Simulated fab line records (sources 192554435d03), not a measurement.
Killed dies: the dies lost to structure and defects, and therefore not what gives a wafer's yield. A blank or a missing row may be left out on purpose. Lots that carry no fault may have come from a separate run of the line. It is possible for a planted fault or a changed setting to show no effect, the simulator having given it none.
Split-lot trial ; flow n5 finfet ; on a route of 1938 steps: 7 lots, 21 wafers read

== SPLIT DETAILS ==
At N5_BEOL_M14_COAT_58 (time 60 s, resist thk 89 nm), the setting spin rpm was moved away from the recipe's 1500 rpm on 8 of the 21 wafers read, by -10.2% to +11.1%. All remaining wafers had this setting at the recipe value.

== FROM THE SPLIT TO THE READING: what the file shows between them, 3 steps ==
- N5_BEOL_M14_COAT_04: resist thk 800 nm
- N5_BEOL_M14_EBR_06
- N5_BEOL_M14_DESCUM_15: chemistry O2, time 7.9 s

== THE READING ==
etch.depth nm (the simulator's own value, which no gauge read), in nm, at N5_BEOL_M14_ETCH_59 (etches BARC in N2/H2, target depth 89 nm, overetch 26.7 nm, time 67.9 s). The file gives no usual value for it. Here, 13 wafers ran the recipe; their average is 88.96 nm with a standard deviation of 0.2 nm.

wafer;tool, chamber at the split;spin rpm as run, rpm;against the recipe;etch.depth nm, nm;against lot-mates on the recipe
L078.2;litho track-01, 0;1606;+7.1%;85.93;-3.03
L078.3;litho track-01, 0;1500;recipe;88.89;-
L078.5;litho track-01, 0;1500;recipe;89.04;-
L077.1;litho track-02, 0;1590;+6.0%;86.4;-2.61
L077.3;litho track-02, 0;1500;recipe;88.89;-
L077.5;litho track-02, 0;1500;recipe;89.13;-
L085.2;litho track-03, 0;1500;recipe;88.51;-
L085.4;litho track-03, 0;1500;recipe;89.01;-
L085.5;litho track-03, 0;1500;recipe;88.92;-
L086.1;litho track-02, 0;1500;recipe;88.94;-
L086.3;litho track-02, 0;1666;+11.1%;84.63;-4.25
L086.4;litho track-02, 0;1500;recipe;88.81;-
L089.2;litho track-01, 0;1500;recipe;88.99;-
L089.3;litho track-01, 0;1500;recipe;89.3;-
L089.5;litho track-01, 0;1500;recipe;88.81;-
L091.2;litho track-03, 0;1500;recipe;89.25;-
L091.4;litho track-03, 0;1426;-4.9%;91.66;+2.41
L091.5;litho track-03, 0;1426;-4.9%;91.69;+2.44
L095.1;litho track-03, 0;1347;-10.2%;93.88;no lot-mate on the recipe
L095.3;litho track-03, 0;1347;-10.2%;94.2;no lot-mate on the recipe
L095.6;litho track-03, 0;1347;-10.2%;94.34;no lot-mate on the recipe

FIT RESULTS
A straight line over all 21 wafers: etch.depth nm changes by -0.47 nm for each +1% of spin rpm; r = -0.99; the points scatter about the line by 0.3 nm.
The same after taking each lot's own level away (the mean of its wafers on the recipe; 18 wafers): -0.423 nm for each +1%; r = -0.99; scatter 0.21 nm.
According to that fit, moving spin rpm by its largest amount changes the reading by 4.7 nm.
The lots' own levels span 88.813 to 89.250 nm, that is 2.2 times the standard deviation above.
In other words, the slope is changed by the lot-to-lot level; the two fits disagree.
Check: -4.99 nm against its lot-mates is what the line predicts for one of the wafers moved furthest among these (+11.1%) when that wafer is left out of the fit. Against them it came out at -4.25 nm.

== OTHER SPLITS ON THESE WAFERS ==
Before the reading, these wafers also passed through other splits. Each is held against what the fit with the lots' levels taken away leaves over:
other split on the same wafers;wafers away from the commonest value;r with etch.depth nm (lot level and that fit taken away)
N5_BEOL_M13_COAT_58 spin rpm;5;-0.04
N5_BEOL_M14_ILD_DEP_00 time s;9;+0.29

== THE WHOLE CHAIN: every reading that the file lists as answering this split, in the file's order ==
step;what it does;reading;change (the file's fit);r (the file's)
N5_BEOL_M14_COAT_58;time 60 s, resist thk 89 nm;BARC_of_BEOL_M14_COAT_58.thk nm (the simulator's own value, which no gauge read);-0.41 nm for each +1% of the setting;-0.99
N5_BEOL_M14_ETCH_59;etches BARC in N2/H2, target depth 89 nm, overetch 26.7 nm, time 67.9 s;etch.depth nm (the simulator's own value, which no gauge read);-0.413 nm for each +1% of the setting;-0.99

== FILE'S OWN FIT ==
etch.depth nm changes by -0.413 nm for each +1% of spin rpm, r = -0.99.
